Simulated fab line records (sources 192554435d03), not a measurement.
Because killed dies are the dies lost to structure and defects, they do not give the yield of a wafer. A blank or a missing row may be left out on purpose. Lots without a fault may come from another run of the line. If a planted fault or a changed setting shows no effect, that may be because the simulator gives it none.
Which tool did it?	flow n5-finfet	14 lots, 42 wafers sampled, at 8 steps of a route of 1938

## WHAT THE GAUGES SHOWED, per wafer
N5_BEOL_M0_RS_MEAS_126: the measuring method here is four-point-probe. Usual: M0_RS typically reads 0.534 ohm/sq, with standard deviation 0.017.
lot	measured	on	M0_RS (ohm/sq)	flag
L980	day 5 19:23	film-metro-01	0.541 0.554 0.522	
L981	day 6 08:38	film-metro-01	0.545 0.540 0.516	
L983	day 6 22:00	film-metro-02	0.524 0.533 0.541	
L985	day 7 03:59	film-metro-02	0.547 0.539 0.577	
L984	day 7 04:09	film-metro-02	0.519 0.502 0.507	
L987	day 7 20:04	film-metro-02	0.530 0.509 0.544	
L992	day 9 04:51	film-metro-01	0.534 0.503 0.535	
L993	day 9 06:19	film-metro-01	0.539 0.522 0.534	
L997	day 10 05:56	film-metro-02	0.550 0.522 0.532	
L996	day 10 06:38	film-metro-01	0.547 0.535 0.540	
L999	day 10 16:04	film-metro-01	0.557 0.530 0.554	
L101	day 11 05:44	film-metro-01	0.538 0.534 0.507	
L102	day 11 14:39	film-metro-01	0.542 0.536 0.516	
L103	day 11 16:34	film-metro-02	0.537 0.518 0.521	

N5_BEOL_M1_OVL_MEAS_12. Usual: M1_OVL typically reads -0.1 nm, with standard deviation 0.64.
lot	measured	on	M1_OVL (nm)	flag
L980	day 5 20:09	overlay-02	-0.4 -0.8 -0.9	
L981	day 6 10:52	overlay-02	1.0 0.6 -0.6	
L983	day 7 00:20	overlay-02	-0.9 -0.2 0.5	
L985	day 7 05:53	overlay-01	0.1 -0.5 -0.8	
L984	day 7 05:54	overlay-01	0.8 0.6 0.4	
L987	day 7 21:26	overlay-01	-1.0 -0.3 -0.7	
L992	day 9 06:17	overlay-02	1.2 0.0 -0.2	
L993	day 9 07:37	overlay-02	-0.1 0.1 -1.4	
L997	day 10 07:32	overlay-01	0.4 0.9 0.9	
L996	day 10 07:54	overlay-01	1.4 0.5 0.6	
L999	day 10 17:04	overlay-02	-0.6 0.1 -0.7	
L101	day 11 10:14	overlay-01	0.0 0.2 -0.2	
L102	day 11 16:29	overlay-02	-0.2 -1.6 -0.4	
L103	day 11 20:49	overlay-01	-0.4 0.3 -1.0	

N5_BEOL_M1_CD_MEAS_18: pitch 36 nm, target cd 18 nm. Usual: cd-nm at 18.1 nm, with a standard deviation of 0.32.
lot	measured	on	cd-nm (nm)	flag
L980	day 5 20:49	cd-sem-03	18.0 18.3 18.0	
L981	day 6 11:59	cd-sem-01	18.0 18.4 18.2	
L983	day 7 00:59	cd-sem-01	- - -	OFF
L985	day 7 06:23	cd-sem-01	- - -	OFF
L984	day 7 06:28	cd-sem-03	18.2 18.0 18.0	
L987	day 7 21:56	cd-sem-02	18.2 18.6 18.3	
L992	day 9 06:48	cd-sem-02	17.6 18.6 18.3	
L993	day 9 08:25	cd-sem-02	17.9 18.0 17.7	
L997	day 10 08:11	cd-sem-03	18.1 17.7 19.0	
L996	day 10 08:31	cd-sem-02	18.3 17.7 17.9	
L999	day 10 17:42	cd-sem-01	18.2 18.0 17.9	
L101	day 11 10:55	cd-sem-02	17.5 18.0 18.4	
L102	day 11 17:03	cd-sem-01	17.6 17.8 17.2	
L103	day 11 21:20	cd-sem-03	17.8 18.3 17.8	

N5_BEOL_M4_RC_MEAS_101. Usual: DIBL_N 35.3 mV/V, standard deviation 1.8; DIBL_P 35.2 mV/V, standard deviation 2.2; IOFF_N 0.144 nA/um, standard deviation 0.029; IOFF_P 0.19 nA/um, standard deviation 0.031; ION_N 670 uA/um, standard deviation 12; ION_P 460 uA/um, standard deviation 7.6; SS_N 71.2 mV/dec, standard deviation 0.62; SS_P 73.0 mV/dec, standard deviation 0.69; VT_N 251 mV, standard deviation 3.4; VT_P -251.4 mV, standard deviation 2.6.
lot	measured	on	DIBL_N (mV/V)	DIBL_P (mV/V)	IOFF_N (nA/um)	IOFF_P (nA/um)	ION_N (uA/um)	ION_P (uA/um)	SS_N (mV/dec)	SS_P (mV/dec)	VT_N (mV)	VT_P (mV)	flag
L980	day 8 03:44	prober-01	35.7 35.0 37.2	34.0 33.2 35.5	0.122 0.117 0.147	0.17 0.17 0.20	655 663 672	454 458 464	71.6 71.0 71.9	73.3 72.6 74.1	256 254 252	-253.7 -252.2 -250.0	
L981	day 9 00:25	prober-02	33.2 33.8 34.2	33.2 34.6 34.7	0.121 0.138 0.134	0.16 0.19 0.19	657 688 659	446 471 456	70.9 70.9 70.6	72.7 72.6 73.1	254 250 251	-255.4 -251.3 -249.5	
L984	day 10 14:41	prober-01	33.6 34.9 34.4	33.4 35.3 34.1	0.115 0.136 0.120	0.17 0.18 0.16	649 664 659	449 455 452	70.6 70.9 71.2	73.0 72.0 73.2	256 253 254	-253.6 -253.6 -251.5	
L987	day 10 21:23	prober-02	35.3 33.4 33.2	35.4 32.8 33.2	0.144 0.116 0.124	0.20 0.16 0.18	670 660 668	469 461 460	71.5 70.9 70.3	73.3 72.2 72.4	250 254 249	-250.0 -254.0 -250.6	
L992	day 12 01:58	prober-02	34.2 34.5 33.9	32.6 33.0 33.0	0.123 0.135 0.123	0.18 0.18 0.18	656 654 656	451 447 451	71.4 71.1 71.0	72.7 73.1 72.3	254 252 255	-250.7 -251.3 -251.9	
L993	day 11 07:22	prober-01	34.3 36.0 36.5	33.8 36.2 36.8	0.124 0.150 0.172	0.18 0.21 0.24	679 687 688	469 471 470	71.9 72.0 71.8	72.3 72.4 73.6	254 249 247	-251.6 -249.7 -248.1	
L997	day 12 17:07	prober-01	35.2 33.5 33.7	37.0 35.2 36.4	0.166 0.137 0.148	0.22 0.18 0.20	679 678 678	457 461 467	72.0 70.9 70.8	74.0 72.5 73.4	247 252 249	-252.0 -254.6 -253.4	
L996	day 14 03:11	prober-02	35.6 34.3 36.8	36.8 33.9 37.6	0.138 0.111 0.154	0.20 0.16 0.21	676 669 672	467 466 458	71.4 71.0 71.3	73.2 72.4 73.4	252 255 252	-252.4 -254.0 -252.4	
L999	day 14 03:51	prober-01	35.2 36.2 37.1	35.2 36.5 38.4	0.151 0.167 0.194	0.20 0.22 0.26	655 669 677	453 463 463	72.2 72.6 71.3	73.2 73.1 73.8	251 248 246	-252.5 -248.8 -247.0	
L101	day 14 06:23	prober-02	38.2 36.5 33.5	38.3 36.2 32.3	0.193 0.149 0.112	0.24 0.22 0.16	678 677 671	463 461 467	72.3 71.6 71.1	73.8 72.4 71.8	246 252 251	-248.2 -249.9 -253.5	
L102	day 14 12:19	prober-01	35.8 37.0 33.9	35.3 37.5 33.2	0.138 0.159 0.114	0.20 0.23 0.16	668 661 651	456 460 450	71.2 71.6 70.2	73.1 72.8 72.4	250 250 254	-249.3 -248.0 -253.4	
L103	day 15 05:55	prober-01	35.6 40.4 37.9	34.8 40.9 37.7	0.137 0.234 0.171	0.18 0.28 0.23	667 680 670	456 461 460	71.4 73.2 72.4	73.4 74.8 74.4	254 244 247	-254.8 -247.3 -250.3	

## WHAT TOOL EACH LOT RAN ON (gives the tool, then ch and the chambers of the sampled wafers, and finally the start)
lot	N5_BEOL_M0_CMP_120	N5_BEOL_M1_ETCH_63	N5_BEOL_M1_ETCH_64	N5_BEOL_M1_HM_OPEN_17
L980	cmp-02 ch 0,2,3, day 5 18:52	rie-diel-02 ch 1,2, day 5 20:23	rie-diel-02 ch 1,2, day 5 20:25	rie-metal-03 ch 0,1, day 5 20:35
L981	cmp-04 ch 1,2,3, day 6 08:07	rie-diel-01 ch 0,1, day 6 11:07	rie-diel-01 ch 0,1, day 6 11:09	rie-metal-02 ch 0,1, day 6 11:19
L983	cmp-02 ch 0,1, day 6 21:27	rie-diel-02 ch 0,1,2, day 7 00:32	rie-diel-02 ch 0,1,2, day 7 00:34	rie-metal-01 ch 0,1, day 7 00:46
L985	cmp-04 ch 1,2,3, day 7 03:27	rie-diel-01 ch 0,1,2, day 7 06:01	rie-diel-01 ch 0,1,2, day 7 06:02	rie-metal-02 ch 0,1, day 7 06:14
L984	cmp-04 ch 0,1,3, day 7 03:43	rie-diel-02 ch 0,3, day 7 06:05	rie-diel-02 ch 0,3, day 7 06:07	rie-metal-01 ch 0,1, day 7 06:17
L987	cmp-01 ch 0,1,3, day 7 19:32	rie-diel-01 ch 0,1, day 7 21:34	rie-diel-01 ch 0,1, day 7 21:35	rie-metal-03 ch 0,1, day 7 21:46
L992	cmp-01 ch 1,2, day 9 04:14	rie-diel-01 ch 1,3, day 9 06:25	rie-diel-01 ch 1,3, day 9 06:27	rie-metal-03 ch 0,1, day 9 06:37
L993	cmp-02 ch 0,1,3, day 9 05:49	rie-diel-02 ch 0,1,3, day 9 08:00	rie-diel-02 ch 0,1,3, day 9 08:02	rie-metal-01 ch 0,1, day 9 08:13
L997	cmp-01 ch 0,2,3, day 10 05:23	rie-diel-06 ch 1,2,3, day 10 07:43	rie-diel-06 ch 1,2,3, day 10 07:45	rie-metal-03 ch 1, day 10 07:57
L996	cmp-04 ch 1,2,3, day 10 06:08	rie-diel-02 ch 1,3, day 10 08:02	rie-diel-02 ch 1,3, day 10 08:04	rie-metal-03 ch 1, day 10 08:14
L999	cmp-01 ch 1,2,3, day 10 15:31	rie-diel-01 ch 0,2,3, day 10 17:13	rie-diel-01 ch 0,2,3, day 10 17:15	rie-metal-01 ch 0,1, day 10 17:25
L101	cmp-01 ch 0,2, day 11 05:11	rie-diel-01 ch 0,1,2, day 11 10:32	rie-diel-01 ch 0,1,2, day 11 10:34	rie-metal-02 ch 1, day 11 10:44
L102	cmp-01 ch 0,1,2, day 11 14:05	rie-diel-01 ch 1,2,3, day 11 16:38	rie-diel-01 ch 1,2,3, day 11 16:40	rie-metal-01 ch 0,1, day 11 16:52
L103	cmp-02 ch 1,2, day 11 15:58	rie-diel-02 ch 1,2, day 11 20:57	rie-diel-02 ch 1,2, day 11 20:59	rie-metal-03 ch 0,1, day 11 21:11
- N5_BEOL_M0_CMP_120: polishes, stops on SiOC, t overpolish 6.9 s.
- N5_BEOL_M1_ETCH_63: etches SiARC in CF4, target depth 15.6 nm, time 26 s.
- N5_BEOL_M1_ETCH_64: etches SOC in N2/H2, target depth 75 nm, overetch 15 nm, time 112.5 s.
- N5_BEOL_M1_HM_OPEN_17: chemistry Cl2/BCl3, target TiN, target depth 20 nm, overetch 6 nm.

## WHAT THE TOOLS THEMSELVES READ (means of the sampled wafers that have a number; where no wafer has one, the mark that the record gives instead)
N5_BEOL_M0_CMP_120. Usual: barrier-field-endpoint-s 3.60 s, standard deviation 0.12; motor-current-A 6.0 A, standard deviation 0.86; overpolish-run-s 6.900 s, standard deviation 0.0093; pad-life-wafers 929, standard deviation 590; retaining-ring-pressure-frac 1.000, standard deviation 0.0058; time-to-endpoint-s 62 s, standard deviation 3.4.
lot	tool	barrier-field-endpoint-s (s)	motor-current-A (A)	overpolish-run-s (s)	pad-life-wafers	retaining-ring-pressure-frac	time-to-endpoint-s (s)	flag
L980	cmp-02	3.60	7.1	6.898	566	1.001	61	
L981	cmp-04	3.54	5.4	6.902	590	0.997	62	
L983	cmp-02	3.52	6.3	6.899	829	1.003	58	
L985	cmp-04	3.64	5.4	6.893	674	1.005	60	
L984	cmp-04	3.53	5.1	6.900	681	0.998	59	
L987	cmp-01	3.45	5.7	6.909	1862	0.997	63	
L992	cmp-01	3.57	5.5	6.902	102	1.003	63	
L993	cmp-02	3.46	6.9	6.900	1268	1.003	63	
L997	cmp-01	3.67	6.3	6.903	134	0.999	66	
L996	cmp-04	3.45	5.5	6.905	1340	0.999	59	
L999	cmp-01	3.75	6.1	6.909	188	1.001	67	
L101	cmp-01	3.67	6.0	6.901	301	0.996	64	
L102	cmp-01	3.63	5.8	6.905	367	0.997	64	
L103	cmp-02	3.51	6.4	6.901	1758	0.997	60	

N5_BEOL_M1_ETCH_63. Usual: bias-w 35.98 W, standard deviation 0.096; cf4-flow-sccm 100.0 sccm, standard deviation 0.3; drypump-motor-current-A 5.84 A, standard deviation 0.27; etch-rf-on-time-s 25.9 s, standard deviation 0.59; oes-product-au 0.66 a.u., standard deviation 0.072; rf-vpp-V 184.3 V, standard deviation 1.1; showerhead-plenum-p-Torr 2.15 Torr, standard deviation 0.066; throttle-valve-pct 15.68 %, standard deviation 0.24.
lot	tool	bias-w (W)	cf4-flow-sccm (sccm)	drypump-motor-current-A (A)	etch-rf-on-time-s (s)	oes-product-au (a.u.)	rf-vpp-V (V)	showerhead-plenum-p-Torr (Torr)	throttle-valve-pct (%)	flag
L980	rie-diel-02	35.96	99.8	6.01	25.9	0.63	184.8	2.23	15.67	
L981	rie-diel-01	35.95	99.9	5.87	25.6	0.75	184.7	2.19	15.51	
L983	rie-diel-02	-	-	-	-	-	-	-	-	OFF
L985	rie-diel-01	-	-	-	-	-	-	-	-	OFF
L984	rie-diel-02	35.96	100.1	5.83	25.7	0.61	183.4	2.09	15.72	
L987	rie-diel-01	36.00	100.1	6.02	25.8	0.68	184.9	2.21	15.78	
L992	rie-diel-01	35.97	99.9	5.77	26.3	0.60	185.3	2.15	15.68	
L993	rie-diel-02	35.89	100.3	5.98	25.4	0.61	184.3	2.15	15.73	
L997	rie-diel-06	36.01	99.8	5.87	25.6	0.67	184.6	2.14	15.76	
L996	rie-diel-02	35.97	100.4	6.16	25.4	0.62	185.2	2.21	15.73	
L999	rie-diel-01	35.96	100.1	5.60	26.0	0.70	184.0	2.12	15.40	
L101	rie-diel-01	35.95	100.1	5.84	26.2	0.70	184.1	2.15	15.62	
L102	rie-diel-01	35.96	100.1	5.79	26.4	0.65	184.4	2.14	15.69	
L103	rie-diel-02	36.00	100.3	6.03	25.7	0.61	185.8	2.22	15.75	

N5_BEOL_M1_ETCH_64. Usual: bias-w is 150.1 W with standard deviation 0.46, chamber-pressure-mTorr is 29.99 mTorr with standard deviation 0.031, drypump-motor-current-A is 5.85 A with standard deviation 0.27, oes-product-au is 0.61 a.u. with standard deviation 0.065, rf-vpp-V is 524.4 V with standard deviation 2.3, showerhead-plenum-p-Torr is 2.56 Torr with standard deviation 0.082, and throttle-valve-pct is 17.90 % with standard deviation 0.29.
lot	tool	bias-w (W)	chamber-pressure-mTorr (mTorr)	drypump-motor-current-A (A)	oes-product-au (a.u.)	rf-vpp-V (V)	showerhead-plenum-p-Torr (Torr)	throttle-valve-pct (%)	flag
L980	rie-diel-02	150.2	30.01	6.04	0.59	526.8	2.66	17.90	
L981	rie-diel-01	150.2	30.00	5.85	0.69	525.1	2.60	17.58	
L983	rie-diel-02	150.0	29.99	5.88	0.27	524.5	2.58	17.89	OFF
L985	rie-diel-01	150.2	29.96	5.85	0.32	524.6	2.56	17.68	OFF
L984	rie-diel-02	150.4	30.01	5.82	0.57	522.4	2.49	17.95	
L987	rie-diel-01	149.9	30.03	6.05	0.63	526.3	2.61	17.95	
L992	rie-diel-01	150.3	29.97	5.78	0.57	524.0	2.55	17.86	
L993	rie-diel-02	150.1	29.96	6.00	0.56	524.4	2.56	17.94	
L997	rie-diel-06	150.1	29.99	5.86	0.61	524.3	2.56	18.00	
L996	rie-diel-02	150.2	29.98	6.15	0.56	526.7	2.63	17.93	
L999	rie-diel-01	150.3	29.99	5.62	0.65	523.5	2.51	17.55	
L101	rie-diel-01	149.9	29.99	5.85	0.65	525.5	2.55	17.79	
L102	rie-diel-01	150.2	30.02	5.81	0.61	523.9	2.53	17.90	
L103	rie-diel-02	150.2	29.99	6.05	0.56	526.0	2.64	17.99	

N5_BEOL_M1_HM_OPEN_17. Usual: drypump-motor-current-A 5.9 A, standard deviation 0.39; oes-product-au 0.68 a.u., standard deviation 0.067; throttle-valve-pct 22.13 %, standard deviation 0.22.
lot	tool	drypump-motor-current-A (A)	oes-product-au (a.u.)	throttle-valve-pct (%)	flag
L980	rie-metal-03	5.9	0.62	22.23	
L981	rie-metal-02	5.7	0.64	22.03	
L983	rie-metal-01	5.9	0.31	22.99	OFF
L985	rie-metal-02	5.7	0.28	22.69	OFF
L984	rie-metal-01	6.2	0.71	22.22	
L987	rie-metal-03	5.9	0.61	22.24	
L992	rie-metal-03	5.9	0.66	22.06	
L993	rie-metal-01	6.2	0.70	22.24	
L997	rie-metal-03	5.8	0.73	21.90	
L996	rie-metal-03	5.9	0.72	21.91	
L999	rie-metal-01	5.9	0.68	22.35	
L101	rie-metal-02	5.6	0.59	22.12	
L102	rie-metal-01	6.3	0.69	22.25	
L103	rie-metal-03	6.0	0.79	22.08	

## THE ANSWER, worked out from the rows above alone
Rule: take the mean of a lot's wafers that have a number; if it is more than 3 standard deviations from the usual mean, the lot is off. Also off: a lot with no number at a reading for which 4 or more lots have one. Any other lot the step has rows for is counted as sound. After the gauges, taken in route order, come the tools' own readings; for these a lot's mean is taken, as printed above. At the first step where some lot is off, the reading lying furthest off is the one used; lots without a number count as furthest.
Off, at N5_BEOL_M1_CD_MEAS_18 on cd-nm: L983, L985. Without a number there: L983, L985.
A tool fits if, at a process step before that reading, it ran every lot that is off, and no sound lot after the first of them. The gauges at N5_BEOL_M1_CD_MEAS_18 aren't tried: what is off there is off at N5_BEOL_M1_ETCH_63 too, on other tools, and a gauge's error can't cause that. None of those tried fits.

## WHAT HAD BEEN PUT IN BY THE SIMULATOR
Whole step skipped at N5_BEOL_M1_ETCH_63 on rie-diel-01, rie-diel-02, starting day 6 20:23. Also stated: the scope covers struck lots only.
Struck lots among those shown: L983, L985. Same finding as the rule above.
